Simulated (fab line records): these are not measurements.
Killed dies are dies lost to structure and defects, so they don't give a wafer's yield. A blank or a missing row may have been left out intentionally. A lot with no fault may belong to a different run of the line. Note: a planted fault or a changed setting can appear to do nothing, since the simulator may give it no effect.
fab line records ; flow nandHarc
record: lots: 24; wafers: 72; lastDay: 33
route steps=1302 shown A_CONTACT@1064
lots that met no fault: taken from a fault-free run of the same line
startH: the number of hours between the record's first day and the start of the first shown wafer of the lot ; waitH: hours elapsed since this lot's preceding step ; " the same as in the row above ; L1.1+2: one row covering several wafers at once ; - no value, or no start given ; * or withheld: withheld ; < > ~ a bound
route shown NAME@n: a module of which the file shows steps, and the number in the route of the first ; usual: mean and standard deviation over wafers with no fault ; same: alike in all rows ; chamber/n: place in a boat ; sites: the reading at each site ; _std_site: standard deviation of those values ; _edge_site: mean of outer sites minus mean of inner sites ; radiusMm: how far each site lies from the wafer's centre ; mask NAME#n: copy n ; behind: the last tool/chamber to shape the wafer ; hold: what put the lot on hold/how long, in hours/how the hold closed ; device: transistor that didn't switch, given as n, p or np ; end of line: the tests these same wafers got at the end of their route ; a step with no rows: only its recipe ; killed: count of dies lost to structure and defects at first sort (not the wafer's yield) ; map: a wafer's dies, x killed, . not, _ none there
set.NAME: the run value of the setting; set.NAME@STEP: its run value at that earlier step ; model.NAME: the simulator's own value behind a step, which no gauge read
steps of the route over a sample of lots; a table a step, a row a wafer
services: a tool's chamber out of use, with start hour (startH, from the record's first day; less than 0 if before it), hours out, and reason
== steps ==
step: NHARC_A_CONTACT_STRIP_82
recipe: o2FlowSccm: 500; arFlowSccm: 0; biasW: 0; chemistry: O2
usual: drypumpMotorCurrentA: 5.68/0.23; mfcArSccm: 0.011/0.012; oesProductAu: 0.997/0.0075; rfVppV: 57.8/0.84; showerheadPlenumPTorr: 3.55/0.12; throttleValvePct: 17.036/0.0092
lot.wafer;tool;chamber;startH;waitH;drypumpMotorCurrentA;mfcArSccm;oesProductAu;rfHoursCounterH;rfVppV;showerheadPlenumPTorr;throttleValvePct
L074.1;rieDiel-13;2;-;-;5.98;0;0.997;27;57.1;3.40;17.029
L074.6;rieDiel-13;2;-;-;6.00;0;0.998;-;59.1;3.40;17.039
L074.5;rieDiel-13;3;-;-;5.79;0.028;1.001;-;58.4;3.73;17.033
L075.2;rieDiel-09;0;-;-;5.77;0.004;1.003;3;58.5;3.64;17.055
L075.3;rieDiel-09;1;-;-;5.67;0.004;1.003;2;56.4;3.71;17.033
L075.6;rieDiel-09;0;-;-;5.79;0.004;0.995;-;59.5;3.64;17.044
L076.4;rieDiel-13;1;-;-;5.58;0.017;0.986;3;58.8;3.49;17.024
L076.2;rieDiel-13;3;-;-;5.78;0.028;0.998;2;58.6;3.73;17.036
L076.6;rieDiel-13;1;-;-;5.57;0.017;0.989;-;57.7;3.49;17.042
L078.1;rieDiel-06;3;-;-;5.78;0;1.005;15;58.3;3.57;17.024
L078.4;rieDiel-06;1;-;-;5.29;0;0.978;21;56.9;3.31;17.035
L078.5;rieDiel-06;3;-;-;5.81;0;1.007;-;56.5;3.57;17.027
L080.2;rieDiel-13;0;-;-;5.48;0;0.986;7;56.7;3.50;17.047
L080.1;rieDiel-13;3;-;-;5.79;0.028;0.997;6;57.3;3.72;17.036
L080.6;rieDiel-13;0;-;-;5.45;0;0.993;-;56.5;3.50;17.028
L079.1;rieDiel-09;3;-;-;5.22;0.024;1.001;16;56.7;3.50;17.034
L079.3;rieDiel-09;1;-;-;5.67;0.004;0.995;13;57.7;3.71;17.037
L079.6;rieDiel-09;3;-;-;5.21;0.024;1.006;-;57.9;3.50;17.043
L077.1;rieDiel-09;0;-;-;5.80;0.004;1.001;14;59.1;3.63;17.035
L077.5;rieDiel-09;2;-;-;5.74;0.028;1.005;-;58.1;3.46;17.034
L077.6;rieDiel-09;3;-;-;5.23;0.024;1.002;-;57.7;3.50;17.042
L081.3;rieDiel-06;2;-;-;5.79;0;1.001;29;58.5;3.70;17.032
L081.4;rieDiel-06;3;-;-;5.80;0;1.007;25;59.7;3.57;17.025
L081.1;rieDiel-06;0;-;-;6.27;0.009;0.995;28;57.1;3.50;17.034
L082.2;rieDiel-13;2;-;-;6.06;0;0.993;10;56.9;3.40;17.039
L082.1;rieDiel-13;3;-;-;5.83;0.028;0.991;10;57.7;3.72;17.024
L082.3;rieDiel-13;1;-;-;5.59;0.017;0.993;10;56.3;3.49;17.033
L083.4;rieDiel-13;1;-;-;5.57;0.017;1.002;11;56.7;3.49;17.023
L083.3;rieDiel-13;0;-;-;5.42;0;0.987;11;58.7;3.49;17.037
L083.5;rieDiel-13;1;-;-;5.52;0.017;0.992;-;58.6;3.49;17.026
L084.3;rieDiel-13;3;-;-;5.82;0.028;0.995;14;59.8;3.72;17.048
L084.2;rieDiel-13;1;-;-;5.52;0.017;1.000;14;58.8;3.48;17.040
L084.6;rieDiel-13;3;-;-;5.80;0.028;1.001;-;59.2;3.72;17.044
L085.4;rieDiel-09;0;-;-;5.80;0.004;1.009;33;57.8;3.62;17.050
L085.1;rieDiel-09;2;-;-;5.77;0.028;1.011;25;58.3;3.45;17.040
L085.6;rieDiel-09;3;-;-;5.22;0.024;0.996;-;57.9;3.49;17.040
L086.1;rieDiel-09;2;-;-;5.75;0.028;0.997;28;56.9;3.45;17.031
L086.4;rieDiel-09;0;-;-;5.78;0.004;1.015;37;57.7;3.62;17.024
L086.5;rieDiel-09;2;-;-;5.76;0.028;1.005;-;57.6;3.45;17.050
L089.4;rieDiel-09;1;-;-;5.67;0.004;0.996;40;59.6;3.69;17.029
L089.3;rieDiel-09;0;-;-;5.81;0.004;1.019;42;58.7;3.62;17.054
L089.5;rieDiel-09;1;-;-;5.65;0.004;0.986;-;57.2;3.69;17.043
L090.1;rieDiel-13;2;-;-;6.03;0;0.994;21;57.3;3.39;17.019
L090.6;rieDiel-13;2;-;-;6.04;0;0.996;-;57.4;3.39;17.034
L090.5;rieDiel-13;3;-;-;5.78;0.028;1.003;-;57.9;3.72;17.028
L087.4;rieDiel-09;1;-;-;5.68;0.004;1.001;41;58.0;3.69;17.027
L087.2;rieDiel-09;2;-;-;5.76;0.028;1.005;35;56.4;3.45;17.029
L087.5;rieDiel-09;1;-;-;5.70;0.004;0.998;-;57.3;3.69;17.040
L088.1;rieDiel-13;2;-;-;6.01;0;0.986;21;58.8;3.39;17.044
L088.6;rieDiel-13;2;-;-;6.01;0;0.993;-;57.5;3.39;17.036
L088.5;rieDiel-13;3;-;-;5.82;0.028;1.005;-;58.2;3.72;17.034
L093.3;rieDiel-09;0;-;-;5.78;0.004;0.997;1;57.4;3.61;17.046
L093.4;rieDiel-09;1;-;-;5.67;0.004;0.990;1;57.8;3.68;17.030
L093.2;rieDiel-09;2;-;-;5.77;0.028;1.000;1;58.9;3.44;17.024
L092.1;rieDiel-13;3;-;-;5.81;0.028;0.997;26;57.4;3.71;17.029
L092.4;rieDiel-13;1;-;-;5.54;0.017;0.999;26;57.6;3.48;17.044
L092.2;rieDiel-13;2;-;-;6.01;0;1.000;27;58.1;3.39;17.041
L091.1;rieDiel-13;0;-;-;5.42;0;0.996;25;58.7;3.49;17.032
L091.4;rieDiel-13;1;-;-;5.56;0.017;0.992;27;57.9;3.48;17.041
L091.3;rieDiel-13;2;-;-;5.98;0;0.994;28;57.8;3.39;17.025
L094.3;rieDiel-09;3;-;-;5.22;0.024;1.022;13;57.7;3.47;17.026
L094.6;rieDiel-09;1;-;-;5.65;0.004;1.001;-;59.8;3.67;17.038
L094.5;rieDiel-09;2;-;-;5.77;0.028;1.007;-;58.5;3.43;17.021
L096.4;rieDiel-13;0;-;-;5.46;0;0.990;2;59.3;3.48;17.022
L096.5;rieDiel-13;0;-;-;5.44;0;1.000;-;58.1;3.48;17.035
L096.6;rieDiel-13;1;-;-;5.55;0.017;1.004;-;56.5;3.48;17.033
L095.1;rieDiel-06;2;-;-;5.77;0;0.993;17;58.0;3.67;17.042
L095.3;rieDiel-06;1;-;-;5.32;0;1.003;19;57.6;3.80;17.035
L095.4;rieDiel-06;3;-;-;5.80;0;0.994;-;58.1;3.54;17.051
L097.4;rieDiel-13;0;-;-;5.47;0;0.986;3;56.4;3.48;17.044
L097.1;rieDiel-13;1;-;-;5.55;0.017;0.990;4;58.7;3.47;17.042
L097.6;rieDiel-13;2;-;-;6.00;0;0.998;-;57.4;3.38;17.020
step: NHARC_A_CONTACT_DEP_85
recipe: targetThkA: 600; targetThkNm: 60; tempC: 400; pressureTorr: 3.5; flowSccm: 200; rfW: 350; material: SiON
usual: heaterPowerW: 749/72
lot.wafer;tool;chamber;startH;waitH;heaterPowerW
L074.1;pecvd-02;2;521.21;1.5;782
L074.6;pecvd-02;1;521.21;1.5;774
L074.5;pecvd-02;2;521.21;1.5;781
L075.3;pecvd-02;2;522.00;0.9;795
L075.2;pecvd-02;0;522.00;0.9;758
L075.6;pecvd-02;1;522.00;0.9;710
L076.2;pecvd-04;2;538.73;1.2;823
L076.4;pecvd-04;2;538.73;1.2;789
L076.6;pecvd-04;0;538.73;1.2;712
L078.1;pecvd-01;0;541.09;1.5;667
L078.5;pecvd-01;2;541.09;1.5;738
L078.4;pecvd-01;0;541.09;1.5;666
L080.2;pecvd-04;0;552.25;1.2;804
L080.1;pecvd-04;1;552.25;1.2;860
L080.6;pecvd-04;1;552.25;1.2;857
L079.1;pecvd-04;1;553.96;1.5;817
L079.3;pecvd-04;2;553.96;1.5;809
L079.6;pecvd-04;2;553.96;1.5;811
L077.1;pecvd-04;0;561.03;1.6;863
L077.5;pecvd-04;2;561.03;1.6;759
L077.6;pecvd-04;0;561.03;1.6;871
L081.1;pecvd-04;2;575.58;1.5;726
L081.3;pecvd-04;0;575.58;1.5;834
L081.4;pecvd-04;0;575.58;1.5;850
L082.1;pecvd-04;2;578.85;1.5;828
L082.3;pecvd-04;0;578.85;1.5;829
L082.2;pecvd-04;1;578.85;1.5;815
L083.3;pecvd-04;2;594.67;1.1;790
L083.5;pecvd-04;2;594.67;1.1;817
L083.4;pecvd-04;0;594.67;1.1;799
L084.3;pecvd-02;2;611.09;0.9;698
L084.2;pecvd-02;0;611.09;0.9;629
L084.6;pecvd-02;1;611.09;0.9;663
L085.1;pecvd-04;2;611.38;1.4;766
L085.6;pecvd-04;2;611.38;1.4;781
L085.4;pecvd-04;0;611.38;1.4;760
L086.1;pecvd-04;1;624.21;1.5;778
L086.5;pecvd-04;1;624.21;1.5;801
L086.4;pecvd-04;0;624.21;1.5;787
L089.3;pecvd-01;0;645.54;0.9;632
L089.4;pecvd-01;2;645.54;0.9;756
L089.5;pecvd-01;0;645.54;0.9;617
L090.1;pecvd-01;0;646.87;1.5;587
L090.6;pecvd-01;0;646.87;1.5;597
L090.5;pecvd-01;2;646.87;1.5;675
L087.2;pecvd-04;2;647.93;1.2;880
L087.5;pecvd-04;1;647.93;1.2;804
L087.4;pecvd-04;2;647.93;1.2;869
L088.1;pecvd-01;0;648.62;1.5;616
L088.5;pecvd-01;2;648.62;1.5;709
L088.6;pecvd-01;0;648.62;1.5;619
L093.2;pecvd-01;1;690.10;1.2;653
L093.3;pecvd-01;2;690.10;1.2;726
L093.4;pecvd-01;1;690.10;1.2;650
L092.1;pecvd-02;1;692.60;1.6;788
L092.2;pecvd-02;2;692.60;1.6;788
L092.4;pecvd-02;2;692.60;1.6;784
L091.3;pecvd-04;0;701.24;0.9;805
L091.1;pecvd-04;2;701.24;0.9;866
L091.4;pecvd-04;2;701.24;0.9;863
L094.3;pecvd-02;0;720.51;0.9;750
L094.5;pecvd-02;0;720.51;0.9;763
L094.6;pecvd-02;2;720.51;0.9;653
L096.4;pecvd-01;1;721.40;0.7;757
L096.5;pecvd-01;2;721.40;0.7;640
L096.6;pecvd-01;0;721.40;0.7;599
L095.1;pecvd-02;1;722.27;1.5;748
L095.3;pecvd-02;2;722.27;1.5;735
L095.4;pecvd-02;0;722.27;1.5;688
L097.1;pecvd-02;0;734.24;1.5;726
L097.4;pecvd-02;2;734.24;1.5;757
L097.6;pecvd-02;0;734.24;1.5;736
step: NHARC_A_CONTACT_ETCH_134
recipe: sourceW: withheld; pressureMtorr: 20; biasV: withheld; timeS: 140; targetDepthA: 7000; arFlowSccm: withheld; c4f8FlowSccm: withheld; o2FlowSccm: withheld; chemistry: C4F8/O2/Ar
lot.wafer;tool;chamber;startH;waitH;rfHoursCounterH
L074.1;harCapEtch-01;1;523.27;-;2
L074.6;harCapEtch-01;0;523.27;-;-
L074.5;harCapEtch-01;1;523.27;-;-
L075.2;harCapEtch-01;0;524.83;-;3
L075.3;harCapEtch-01;0;524.83;-;-
L075.6;harCapEtch-01;0;524.83;-;-
L076.2;harCapEtch-01;1;540.74;-;7
L076.4;harCapEtch-01;0;540.74;-;-
L076.6;harCapEtch-01;1;540.74;-;-
L078.1;harCapEtch-03;1;542.93;-;52
L078.4;harCapEtch-03;1;542.93;-;-
L078.5;harCapEtch-03;1;542.93;-;-
L080.2;harCapEtch-01;0;554.25;-;10
L080.1;harCapEtch-01;1;554.25;-;10
L080.6;harCapEtch-01;0;554.25;-;-
L079.1;harCapEtch-02;0;556.63;-;95
L079.3;harCapEtch-02;1;556.63;-;-
L079.6;harCapEtch-02;1;556.63;-;-
L077.1;harCapEtch-01;1;563.04;-;11
L077.5;harCapEtch-01;0;563.04;-;-
L077.6;harCapEtch-01;1;563.04;-;-
L081.1;harCapEtch-03;1;577.59;-;59
L081.3;harCapEtch-03;1;577.59;-;-
L081.4;harCapEtch-03;0;577.59;-;-
L082.1;harCapEtch-01;0;581.46;-;14
L082.2;harCapEtch-01;1;581.46;-;14
L082.3;harCapEtch-01;1;581.46;-;-
L083.3;harCapEtch-02;0;596.74;-;-
L083.4;harCapEtch-02;1;596.74;-;-
L083.5;harCapEtch-02;0;596.74;-;-
L084.2;harCapEtch-03;0;613.14;-;65
L084.3;harCapEtch-03;0;613.14;-;-
L084.6;harCapEtch-03;0;613.14;-;-
L085.1;harCapEtch-02;0;613.40;-;105
L085.4;harCapEtch-02;0;613.40;-;-
L085.6;harCapEtch-02;0;613.40;-;-
L086.1;harCapEtch-03;1;626.28;-;66
L086.4;harCapEtch-03;1;626.28;-;-
L086.5;harCapEtch-03;1;626.28;-;-
L089.4;harCapEtch-03;1;647.48;-;-
L089.3;harCapEtch-03;0;647.48;-;-
L089.5;harCapEtch-03;0;647.48;-;-
L090.1;harCapEtch-02;0;648.78;-;113
L090.6;harCapEtch-02;0;648.78;-;-
L090.5;harCapEtch-02;1;648.78;-;-
L087.2;harCapEtch-01;1;650.04;-;28
L087.4;harCapEtch-01;1;650.04;-;-
L087.5;harCapEtch-01;0;650.04;-;-
L088.1;harCapEtch-03;0;650.85;-;73
L088.6;harCapEtch-03;0;650.85;-;-
L088.5;harCapEtch-03;1;650.85;-;-
L093.2;harCapEtch-03;1;692.14;-;76
L093.3;harCapEtch-03;1;692.14;-;-
L093.4;harCapEtch-03;0;692.14;-;-
L092.1;harCapEtch-01;1;694.48;-;33
L092.2;harCapEtch-01;0;694.48;-;33
L092.4;harCapEtch-01;1;694.48;-;-
L091.1;harCapEtch-01;1;703.20;-;35
L091.4;harCapEtch-01;1;703.20;-;-
L091.3;harCapEtch-01;0;703.20;-;-
L094.3;harCapEtch-02;0;722.51;-;-
L094.6;harCapEtch-02;1;722.51;-;-
L094.5;harCapEtch-02;0;722.51;-;-
L096.4;harCapEtch-03;0;723.45;-;-
L096.6;harCapEtch-03;1;723.45;-;-
L096.5;harCapEtch-03;0;723.45;-;-
L095.1;harCapEtch-01;1;724.30;-;40
L095.3;harCapEtch-01;0;724.30;-;-
L095.4;harCapEtch-01;1;724.30;-;-
L097.1;harCapEtch-01;1;736.09;-;41
L097.4;harCapEtch-01;1;736.09;-;-
L097.6;harCapEtch-01;0;736.09;-;-
step: NHARC_A_CONTACT_ETCH_136
recipe: sourceW: withheld; pressureMtorr: 20; biasV: 1200; timeS: 311; targetDepthA: 19120; arFlowSccm: withheld; c4f8FlowSccm: withheld; o2FlowSccm: withheld; chemistry: C4F8/O2/Ar
lot.wafer;tool;chamber;startH;waitH;rfHoursCounterH
L074.1;harCapEtch-01;1;523.76;0.2;2
L074.6;harCapEtch-01;0;523.76;0.2;-
L074.5;harCapEtch-01;1;523.76;0.2;-
L075.2;harCapEtch-01;0;525.31;0.2;4
L075.3;harCapEtch-01;0;525.31;0.2;-
L075.6;harCapEtch-01;0;525.31;0.2;-
L076.2;harCapEtch-01;1;541.21;0.2;7
L076.4;harCapEtch-01;0;541.21;0.2;-
L076.6;harCapEtch-01;1;541.21;0.2;-
L078.1;harCapEtch-03;1;543.41;0.2;53
L078.4;harCapEtch-03;1;543.41;0.2;-
L078.5;harCapEtch-03;1;543.41;0.2;-
L080.2;harCapEtch-01;0;554.72;0.2;10
L080.1;harCapEtch-01;1;554.72;0.2;10
L080.6;harCapEtch-01;0;554.72;0.2;-
L079.1;harCapEtch-02;0;557.11;0.2;95
L079.3;harCapEtch-02;1;557.11;0.2;-
L079.6;harCapEtch-02;1;557.11;0.2;-
L077.1;harCapEtch-01;1;563.52;0.2;12
L077.5;harCapEtch-01;0;563.52;0.2;-
L077.6;harCapEtch-01;1;563.52;0.2;-
L081.1;harCapEtch-03;1;578.06;0.2;60
L081.3;harCapEtch-03;1;578.06;0.2;-
L081.4;harCapEtch-03;0;578.06;0.2;-
L082.1;harCapEtch-01;0;581.93;0.2;15
L082.2;harCapEtch-01;1;581.93;0.2;15
L082.3;harCapEtch-01;1;581.93;0.2;-
L083.3;harCapEtch-02;0;597.23;0.2;-
L083.4;harCapEtch-02;1;597.23;0.2;-
L083.5;harCapEtch-02;0;597.23;0.2;-
L084.2;harCapEtch-03;0;613.62;0.2;65
L084.3;harCapEtch-03;0;613.62;0.2;-
L084.6;harCapEtch-03;0;613.62;0.2;-
L085.1;harCapEtch-02;0;613.87;0.2;106
L085.4;harCapEtch-02;0;613.87;0.2;-
L085.6;harCapEtch-02;0;613.87;0.2;-
L086.1;harCapEtch-03;1;626.77;0.2;66
L086.4;harCapEtch-03;1;626.77;0.2;-
L086.5;harCapEtch-03;1;626.77;0.2;-
L089.4;harCapEtch-03;1;647.97;0.2;-
L089.3;harCapEtch-03;0;647.97;0.2;-
L089.5;harCapEtch-03;0;647.97;0.2;-
L090.1;harCapEtch-02;0;649.25;0.2;113
L090.6;harCapEtch-02;0;649.25;0.2;-
L090.5;harCapEtch-02;1;649.25;0.2;-
L087.2;harCapEtch-01;1;650.53;0.2;28
L087.4;harCapEtch-01;1;650.53;0.2;-
L087.5;harCapEtch-01;0;650.53;0.2;-
L088.1;harCapEtch-03;0;651.32;0.2;73
L088.6;harCapEtch-03;0;651.32;0.2;-
L088.5;harCapEtch-03;1;651.32;0.2;-
L093.2;harCapEtch-03;1;692.61;0.2;77
L093.3;harCapEtch-03;1;692.61;0.2;-
L093.4;harCapEtch-03;0;692.61;0.2;-
L092.1;harCapEtch-01;1;694.95;0.2;34
L092.2;harCapEtch-01;0;694.95;0.2;34
L092.4;harCapEtch-01;1;694.95;0.2;-
L091.1;harCapEtch-01;1;703.67;0.2;35
L091.4;harCapEtch-01;1;703.67;0.2;-
L091.3;harCapEtch-01;0;703.67;0.2;-
L094.3;harCapEtch-02;0;723.01;0.2;-
L094.6;harCapEtch-02;1;723.01;0.2;-
L094.5;harCapEtch-02;0;723.01;0.2;-
L096.4;harCapEtch-03;0;723.95;0.2;-
L096.6;harCapEtch-03;1;723.95;0.2;-
L096.5;harCapEtch-03;0;723.95;0.2;-
L095.1;harCapEtch-01;1;724.78;0.2;40
L095.3;harCapEtch-01;0;724.78;0.2;-
L095.4;harCapEtch-01;1;724.78;0.2;-
L097.1;harCapEtch-01;1;736.56;0.2;42
L097.4;harCapEtch-01;1;736.56;0.2;-
L097.6;harCapEtch-01;0;736.56;0.2;-
step: NHARC_A_CONTACT_ETCH_137
recipe: sourceW: withheld; pressureMtorr: 20; biasV: 1200; timeS: 311; targetDepthA: 19120; arFlowSccm: withheld; c4f8FlowSccm: withheld; o2FlowSccm: withheld; chemistry: C4F8/O2/Ar
lot.wafer;tool;chamber;startH;waitH;rfHoursCounterH
L074.1;harCapEtch-01;1;524.03;0.2;2
L074.6;harCapEtch-01;0;524.03;0.2;-
L074.5;harCapEtch-01;1;524.03;0.2;-
L075.2;harCapEtch-01;0;525.58;0.2;4
L075.3;harCapEtch-01;0;525.58;0.2;-
L075.6;harCapEtch-01;0;525.58;0.2;-
L076.2;harCapEtch-01;1;541.48;0.2;7
L076.4;harCapEtch-01;0;541.48;0.2;-
L076.6;harCapEtch-01;1;541.48;0.2;-
L078.1;harCapEtch-03;1;543.68;0.2;53
L078.4;harCapEtch-03;1;543.68;0.2;-
L078.5;harCapEtch-03;1;543.68;0.2;-
L080.2;harCapEtch-01;0;554.99;0.2;11
L080.1;harCapEtch-01;1;554.99;0.2;11
L080.6;harCapEtch-01;0;554.99;0.2;-
L079.1;harCapEtch-02;0;557.39;0.2;95
L079.3;harCapEtch-02;1;557.39;0.2;-
L079.6;harCapEtch-02;1;557.39;0.2;-
L077.1;harCapEtch-01;1;563.79;0.2;12
L077.5;harCapEtch-01;0;563.79;0.2;-
L077.6;harCapEtch-01;1;563.79;0.2;-
L081.1;harCapEtch-03;1;578.33;0.2;60
L081.3;harCapEtch-03;1;578.33;0.2;-
L081.4;harCapEtch-03;0;578.33;0.2;-
L082.1;harCapEtch-01;0;582.20;0.2;15
L082.2;harCapEtch-01;1;582.20;0.2;15
L082.3;harCapEtch-01;1;582.20;0.2;-
L083.3;harCapEtch-02;0;597.51;0.2;-
L083.4;harCapEtch-02;1;597.51;0.2;-
L083.5;harCapEtch-02;0;597.51;0.2;-
L084.2;harCapEtch-03;0;613.89;0.2;65
L084.3;harCapEtch-03;0;613.89;0.2;-
L084.6;harCapEtch-03;0;613.89;0.2;-
L085.1;harCapEtch-02;0;614.14;0.2;106
L085.4;harCapEtch-02;0;614.14;0.2;-
L085.6;harCapEtch-02;0;614.14;0.2;-
L086.1;harCapEtch-03;1;627.04;0.2;67
L086.4;harCapEtch-03;1;627.04;0.2;-
L086.5;harCapEtch-03;1;627.04;0.2;-
L089.4;harCapEtch-03;1;648.24;0.2;-
L089.3;harCapEtch-03;0;648.24;0.2;-
L089.5;harCapEtch-03;0;648.24;0.2;-
L090.1;harCapEtch-02;0;649.52;0.2;114
L090.6;harCapEtch-02;0;649.52;0.2;-
L090.5;harCapEtch-02;1;649.52;0.2;-
L087.2;harCapEtch-01;1;650.80;0.2;28
L087.4;harCapEtch-01;1;650.80;0.2;-
L087.5;harCapEtch-01;0;650.80;0.2;-
L088.1;harCapEtch-03;0;651.59;0.2;73
L088.6;harCapEtch-03;0;651.59;0.2;-
L088.5;harCapEtch-03;1;651.59;0.2;-
L093.2;harCapEtch-03;1;692.88;0.2;77
L093.3;harCapEtch-03;1;692.88;0.2;-
L093.4;harCapEtch-03;0;692.88;0.2;-
L092.1;harCapEtch-01;1;695.22;0.2;34
L092.2;harCapEtch-01;0;695.22;0.2;34
L092.4;harCapEtch-01;1;695.22;0.2;-
L091.1;harCapEtch-01;1;703.94;0.2;35
L091.4;harCapEtch-01;1;703.94;0.2;-
L091.3;harCapEtch-01;0;703.94;0.2;-
L094.3;harCapEtch-02;0;723.29;0.2;-
L094.6;harCapEtch-02;1;723.29;0.2;-
L094.5;harCapEtch-02;0;723.29;0.2;-
L096.4;harCapEtch-03;0;724.22;0.2;-
L096.6;harCapEtch-03;1;724.22;0.2;-
L096.5;harCapEtch-03;0;724.22;0.2;-
L095.1;harCapEtch-01;1;725.05;0.2;41
L095.3;harCapEtch-01;0;725.05;0.2;-
L095.4;harCapEtch-01;1;725.05;0.2;-
L097.1;harCapEtch-01;1;736.83;0.2;42
L097.4;harCapEtch-01;1;736.83;0.2;-
L097.6;harCapEtch-01;0;736.83;0.2;-
step: NHARC_A_CONTACT_ALD_18
recipe: targetThkA: 30; pulseTimeS: 1; aldCycles: 150; tempC: 450; material: TiN
usual: heaterPowerW: 1059/100; precursorPulseHeightRel: 1.002/0.021
lot.wafer;tool;chamber;startH;waitH;heaterPowerW;precursorPulseHeightRel
L074.1;aldMetal-02;2;526.37;-;1085;1.006
L074.5;aldMetal-02;0;526.37;-;954;0.984
L074.6;aldMetal-02;1;526.37;-;1095;0.986
L075.3;aldMetal-04;0;528.13;-;976;1.017
L075.2;aldMetal-04;2;528.13;-;1259;1.011
L075.6;aldMetal-04;0;528.13;-;968;0.978
L076.4;aldMetal-01;2;543.84;-;1001;0.985
L076.2;aldMetal-01;1;543.84;-;989;1.019
L076.6;aldMetal-01;2;543.84;-;1005;0.998
L078.1;aldMetal-04;1;545.95;-;1217;0.995
L078.4;aldMetal-04;3;545.95;-;1002;0.989
L078.5;aldMetal-04;2;545.95;-;1235;0.977
L080.2;aldMetal-01;0;557.24;-;1141;0.975
L080.1;aldMetal-01;2;557.24;-;1007;1.030
L080.6;aldMetal-01;0;557.24;-;1184;1.017
L079.1;aldMetal-04;2;559.63;-;1252;1.011
L079.3;aldMetal-04;0;559.63;-;966;1.006
L079.6;aldMetal-04;2;559.63;-;1276;1.023
L077.1;aldMetal-02;1;566.05;-;1058;0.994
L077.6;aldMetal-02;2;566.05;-;1064;1.016
L077.5;aldMetal-02;3;566.05;-;1055;1.027
L081.1;aldMetal-01;2;580.65;-;1009;0.999
L081.3;aldMetal-01;3;580.65;-;898;1.013
L081.4;aldMetal-01;3;580.65;-;910;1.037
L082.2;aldMetal-02;0;584.48;-;979;0.998
L082.1;aldMetal-02;2;584.48;-;1075;1.028
L082.3;aldMetal-02;3;584.48;-;1057;1.013
L083.4;aldMetal-02;2;599.70;-;1080;1.010
L083.3;aldMetal-02;0;599.70;-;990;0.997
L083.5;aldMetal-02;1;599.70;-;1070;1.001
L084.3;aldMetal-01;3;616.10;-;876;1.019
L084.2;aldMetal-01;1;616.10;-;968;0.968
L084.6;aldMetal-01;3;616.10;-;912;1.007
L085.4;aldMetal-04;2;616.43;-;1265;0.980
L085.1;aldMetal-04;3;616.43;-;1056;1.001
L085.6;aldMetal-04;2;616.43;-;1270;0.964
L086.4;aldMetal-01;3;629.26;-;917;1.025
L086.1;aldMetal-01;2;629.26;-;990;1.038
L086.5;aldMetal-01;0;629.26;-;1143;0.976
L089.4;aldMetal-02;0;650.53;-;1005;0.995
L089.3;aldMetal-02;1;650.53;-;1112;0.978
L089.5;aldMetal-02;2;650.53;-;1082;1.017
L090.1;aldMetal-04;0;651.84;-;986;1.024
L090.5;aldMetal-04;3;651.84;-;1016;0.970
L090.6;aldMetal-04;0;651.84;-;997;0.981
L087.4;aldMetal-01;2;653.02;-;1007;0.988
L087.2;aldMetal-01;1;653.02;-;998;1.059
L087.5;aldMetal-01;3;653.02;-;895;1.000
L088.1;aldMetal-02;2;654.37;-;1099;0.977
L088.6;aldMetal-02;3;654.37;-;1075;0.965
L088.5;aldMetal-02;0;654.37;-;982;0.999
L093.4;aldMetal-02;0;695.26;-;986;0.984
L093.2;aldMetal-02;1;695.26;-;1115;1.010
L093.3;aldMetal-02;2;695.26;-;1099;0.995
L092.4;aldMetal-01;3;697.48;-;931;1.018
L092.1;aldMetal-01;0;697.48;-;1148;1.011
L092.2;aldMetal-01;1;697.48;-;973;1.008
L091.4;aldMetal-04;1;706.31;-;1230;1.034
L091.1;aldMetal-04;2;706.31;-;1310;1.001
L091.3;aldMetal-04;3;706.31;-;993;0.993
L094.3;aldMetal-02;0;725.44;-;991;0.993
L094.5;aldMetal-02;3;725.44;-;1038;0.974
L094.6;aldMetal-02;0;725.44;-;992;0.992
L096.4;aldMetal-01;3;726.41;-;895;1.013
L096.5;aldMetal-01;0;726.41;-;1189;1.020
L096.6;aldMetal-01;1;726.41;-;959;1.028
L095.4;aldMetal-02;0;727.26;-;1004;0.990
L095.3;aldMetal-02;1;727.26;-;1101;1.049
L095.1;aldMetal-02;2;727.26;-;1081;0.984
L097.4;aldMetal-01;1;739.09;-;972;0.984
L097.1;aldMetal-01;0;739.09;-;1154;1.070
L097.6;aldMetal-01;2;739.09;-;1055;1.004
== services ==
tool;chamber;startH;hours;kind
pecvd-04;0;495.91;13.2;repair
harCapEtch-01;-;497.00;17.0;pm
rieDiel-09;-;497.99;9.0;pm
pecvd-04;2;517.87;4.0;repair
rieDiel-13;-;521.78;9.0;pm
aldMetal-01;-;526.00;10.0;pm
rieDiel-09;2;528.34;13.0;repair
aldMetal-01;0;559.72;28.3;repair
harCapEtch-02;-;591.70;0.7;repair
aldMetal-02;-;610.00;10.0;pm
pecvd-02;-;612.69;13.0;pm
pecvd-04;-;631.00;13.0;pm
pecvd-02;1;642.69;4.1;repair
aldMetal-04;1;651.98;4.8;repair
pecvd-02;1;658.17;4.2;repair
aldMetal-02;0;664.44;3.1;repair
rieDiel-13;-;671.11;0.3;repair
rieDiel-09;-;676.46;9.0;pm
aldMetal-01;3;689.82;4.1;repair
rieDiel-13;2;692.40;2.7;repair
rieDiel-13;-;698.78;9.0;pm
aldMetal-01;-;704.00;10.0;pm
pecvd-02;0;736.49;4.0;repair
aldMetal-02;3;738.45;6.9;repair
== key ==
fault none
